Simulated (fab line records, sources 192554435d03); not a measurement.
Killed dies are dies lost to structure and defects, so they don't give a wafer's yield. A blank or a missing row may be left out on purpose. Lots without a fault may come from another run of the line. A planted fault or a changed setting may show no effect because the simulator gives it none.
Split-lot experiment | flow n5_finfet | 7 lots, 21 wafers read, on a route of 1938 steps

THE SPLIT
At N5_WELL_APT_PEB_23 (peb time 90 s), the setting peb_temp_c was moved away from the recipe's 130 C on 6 of the 21 wafers read, by -2.7% to +1.9%. The other wafers ran this setting at the recipe's value.

FROM THE SPLIT TO THE READING: what the file shows between them, 2 steps
- N5_WELL_APT_DEVELOP_24: develop time 45 s
- N5_WELL_APT_HARDBAKE_29: time 120 s

THE READING
cd_nm, in nm, at N5_WELL_APT_CD_MEAS_25 (target cd 200 nm). Fault-free wafers of this fab line usually give 199.4 nm, standard deviation 1.9 nm.

wafer  | tool, chamber at the split | peb_temp_c as run, C | against the recipe | cd_nm, nm | against lot-mates on the recipe
L074.2 | litho_track-03, 0          | 132.5                | +1.9%              | 206.6     | +10.2
L074.4 | litho_track-03, 0          | 130                  | recipe             | 200.8     | -
L074.6 | litho_track-03, 0          | 130                  | recipe             | 192.1     | -
L080.2 | litho_track-04, 0          | 130                  | recipe             | 198.2     | -
L080.5 | litho_track-04, 0          | 130                  | recipe             | 187.5     | -
L080.6 | litho_track-04, 0          | 130                  | recipe             | 199.9     | -
L081.1 | litho_track-03, 0          | 126.6                | -2.6%              | 189.4     | -18.7
L081.3 | litho_track-03, 0          | 130                  | recipe             | 215.3     | -
L081.5 | litho_track-03, 0          | 130                  | recipe             | 200.8     | -
L084.2 | litho_track-04, 0          | 130                  | recipe             | 207.6     | -
L084.3 | litho_track-04, 0          | 127.1                | -2.2%              | 183.4     | -20.3
L084.4 | litho_track-04, 0          | 130                  | recipe             | 199.8     | -
L085.1 | litho_track-01, 0          | 130                  | recipe             | 197.8     | -
L085.2 | litho_track-01, 0          | 131.6                | +1.2%              | 200.3     | +2.5
L085.3 | litho_track-01, 0          | 131.6                | +1.2%              | 207.2     | +9.4
L089.1 | litho_track-04, 0          | 126.5                | -2.7%              | 177.4     | -21.8
L089.4 | litho_track-04, 0          | 130                  | recipe             | 198.7     | -
L089.6 | litho_track-04, 0          | 130                  | recipe             | 199.7     | -
L094.1 | litho_track-04, 0          | 130                  | recipe             | 199.5     | -
L094.2 | litho_track-04, 0          | 130                  | recipe             | 200.7     | -
L094.6 | litho_track-04, 0          | 130                  | recipe             | 199.3     | -

THE FIT
A straight line over all 21 wafers: cd_nm changes by +5.6 nm for each +1% of peb_temp_c; r = +0.74; the points scatter about the line by 5.9 nm.
The same after taking each lot's own level away (the mean of its wafers on the recipe; 21 wafers): +7.15 nm for each +1%; r = +0.89; scatter 4.2 nm.
On that fit, the largest move of peb_temp_c shifts the reading by 19 nm.
The lots' own levels span 195.20 to 208.05 nm, that is 6.8 times the standard deviation above.
So the lot-to-lot level blurs the effect unless lot-mates are compared.
Check: with one of the wafers moved furthest among these (-2.7%) left out of the fit, the line predicts -19.3 nm for it against its lot-mates. It came out at -21.8 nm against them.

OTHER SPLITS ON THESE WAFERS
These wafers also went through other splits before the reading. Each is held against what the fit with the lots' levels taken away leaves over:
other split on the same wafers | wafers away from the commonest value | r with cd_nm (lot level and that fit taken away)
N5_WELL_APT_COAT_02 spin_rpm   | 8                                    | -0.07
N5_WELL_APT_EXPOSE_22 dose_mj  | 7                                    | +0.65

THE WHOLE CHAIN: every reading that the file lists as answering this split, in the file's order
step                   | what it does             | reading                                                         | change (the file's fit)              | r (the file's)
N5_WELL_APT_CD_MEAS_25 | target cd 200 nm         | cd_nm                                                           | +7.39 nm for each +1% of the setting | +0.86
N5_WELL_APT_DESCUM_30  | chemistry O2, time 7.9 s | WELL_APT.cd_nm (the simulator's own value, which no gauge read) | +7.37 nm for each +1% of the setting | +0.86

THE FILE'S OWN FIT
cd_nm changes by +7.39 nm for each +1% of peb_temp_c, r = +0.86.
